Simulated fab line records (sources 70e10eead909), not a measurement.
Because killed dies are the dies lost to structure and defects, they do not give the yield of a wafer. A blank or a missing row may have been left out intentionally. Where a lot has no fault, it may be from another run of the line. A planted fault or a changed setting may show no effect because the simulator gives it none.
A struck lot beside a sound one + flow nand_harc + 42 steps out of a route of 1159
Sound: the wafers L772.2, L772.3, L772.4. Wafers struck: L786.1, L786.2, L786.3. Last of all comes the cause.
Per side, at each step with rows, come the tool, then ch with its chambers, and then its first start. Under that, the readings that differ: sound wafers + struck wafers + difference of the means + sigmas: that difference in standard deviations of wafers without a fault.
alike: readings whose means differ by less than 2 such deviations, and words and numbers that are the same on both sides. not compared: withheld readings, readings that some wafer has no value for, bounds like >300 that may hide the same value, and numbers for which the record gives no deviation and whose values overlap.
A row with sigmas, a row that says differs or no value, or rows on one side alone: a step with any of these is where the two part. When numbers do not overlap yet have no deviation, they are printed without sigmas and do not part them. A reading that every wafer of one side lacks parts them only if that side has two wafers or more.

first, 6 steps without rows for these wafers: NHARC_A_M1_PRE_CLEAN_30 (time 30 s); NHARC_A_M1_PVD_20 (deposits TaN, target thk 5 nm, time 8.06 s); NHARC_A_M1_PVD_21 (deposits Cu, target thk 30 nm, time 20.49 s); NHARC_A_M1_ECD_22 (material Cu, target thk 400 nm); NHARC_A_M1_ANNEAL_31 (time 90 s); NHARC_A_M1_CMP_23 (polishes, t overpolish 20 s, target thk 154.34 nm).
NHARC_A_M1_THK_MEAS_24: measures by xrf.
  struck on film_metro-01, day 21 01:14; sound on film_metro-01, day 19 03:39
  alike: thk_nm
after that, 1 step had no rows for these wafers: NHARC_A_M1_SRD_25.
NHARC_A_M1_INSPECT_27:
  struck on defect_inspect-01, day 21 01:24; sound on defect_inspect-02, day 19 03:49
  alike: raw_defect_count
then, 2 steps without rows for these wafers: NHARC_A_M1_PRE_CLEAN_32 (time 12 s); NHARC_A_M1_DEP_33 (deposits SiCN, target thk 30 nm).
NHARC_A_BONDPAD_DEP_00: deposits SiCN, target thk 250 nm.
  sound on pecvd-04 ch 0,1,2, day 19 04:33; struck on pecvd-02 ch 0,1,2, day 21 02:06
  alike: chamber_pressure_Torr, heater_power_w
then, 1 step without rows for these wafers: NHARC_A_BONDPAD_CMP_29 (polishes SiCN, target thk 200 nm).
NHARC_A_BONDPAD_THK_MEAS_30: measures by ellipsometry.
  struck on film_metro-01, day 21 02:46; sound on film_metro-02, day 19 05:11
  alike: thk_nm
then, 10 steps without rows for these wafers: NHARC_A_BONDPAD_SRD_31; NHARC_A_BONDPAD_DEHYDRATE_01 (time 120 s); NHARC_A_BONDPAD_HMDS_02 (time 30 s); NHARC_A_BONDPAD_COAT_33 (time 65 s); NHARC_A_BONDPAD_COAT_03 (resist thk 600 nm); NHARC_A_BONDPAD_SOFTBAKE_04 (time 70 s); NHARC_A_BONDPAD_EBR_05; NHARC_A_BONDPAD_EXPOSE_06 (exposes mask A BPAD); NHARC_A_BONDPAD_PEB_07 (peb time 80 s); NHARC_A_BONDPAD_DEVELOP_08 (time 50 s).
NHARC_A_BONDPAD_CD_MEAS_09: the cd target is 500 nm.
  sound on cd_sem-01 ch 0, day 19 05:37; struck on cd_sem-03 ch 0, day 21 03:21
  alike: cd_nm
NHARC_A_BONDPAD_OVL_MEAS_35:
  struck on overlay-01, day 21 03:26; sound on overlay-01, day 19 05:42
| reading           | sound | struck   | difference | sigmas |
|-------------------|-------|----------|------------|--------|
| overlay_y_nm (nm) | 6 6 7 | -5 -5 -5 | -11        | -2     |
  alike: overlay_x_nm
then, 1 step without rows for these wafers: NHARC_A_BONDPAD_HARDBAKE_10 (time 65 s).
NHARC_A_BONDPAD_DESCUM_11: chemistry O2, time 3 s.
  sound on rie_diel-07 ch 0,1,2, day 19 05:50; struck on rie_diel-03 ch 0,2,3, day 21 03:34
  alike: drypump_motor_current_A, o2_flow_sccm, oes_product_au, rf_vpp_V, showerhead_plenum_p_Torr, throttle_valve_pct
  not compared: rf_hours_counter_h
NHARC_A_BONDPAD_ETCH_34: etches the open film in N2/H2, target depth 60 nm, overetch 18 nm, time 65.91 s.
  sound on rie_diel-07 ch 0,2,3, day 19 05:55; struck on rie_diel-03 ch 0,1,3, day 21 03:39
  alike: drypump_motor_current_A, oes_product_au, rf_vpp_V, showerhead_plenum_p_Torr, throttle_valve_pct
  not compared: rf_hours_counter_h
then, 1 step without rows for these wafers: NHARC_A_BONDPAD_ETCH_12 (etches the open film in CHF3/O2, target depth 220 nm, time 110 s).
NHARC_A_BONDPAD_CD_MEAS_13:
  struck on cd_sem-03, day 21 03:53; sound on cd_sem-03, day 19 06:09
  alike: cd_nm
then, 4 steps without rows for these wafers: NHARC_A_BONDPAD_STRIP_15 (strips in O2); NHARC_A_BONDPAD_ETCH_24 (etches the open film in CF4/N2, target depth 30 nm, time 72.99 s); NHARC_A_BONDPAD_STRIP_16 (strips in post etch residue remover, time 600 s); NHARC_A_BONDPAD_DEGAS_25 (time 60 s).
NHARC_A_BONDPAD_PRE_CLEAN_26: time 30 s.
  sound on pvd_sputter-02; struck on pvd_sputter-01
  alike: heater_power_w
NHARC_A_BONDPAD_PVD_17: deposits TaN, target thk 5 nm, time 8.06 s.
  sound on pvd_sputter-02; struck on pvd_sputter-01
  alike: chamber_pressure_pa, throttle_valve_pct
NHARC_A_BONDPAD_PVD_27: deposits Cu, target thk 30 nm, time 20.49 s.
  sound on pvd_sputter-02; struck on pvd_sputter-01
  alike: chamber_pressure_pa, throttle_valve_pct
then, 3 steps without rows for these wafers: NHARC_A_BONDPAD_ECD_18 (material Cu, target thk 400 nm); NHARC_A_BONDPAD_ANNEAL_28 (time 90 s); NHARC_A_BONDPAD_CMP_19 (polishes, t overpolish 30 s, cu recess touch 16 s, target thk 169.8 nm).
NHARC_END_SORT_01:
  here the record holds rows for the struck wafers (prober-01 ch 0, day 22 19:13) but none for the sound ones

WHERE THEY PART
First at NHARC_A_BONDPAD_OVL_MEAS_35; last, within this record, at NHARC_END_SORT_01.

WHY: whatever the simulator had introduced
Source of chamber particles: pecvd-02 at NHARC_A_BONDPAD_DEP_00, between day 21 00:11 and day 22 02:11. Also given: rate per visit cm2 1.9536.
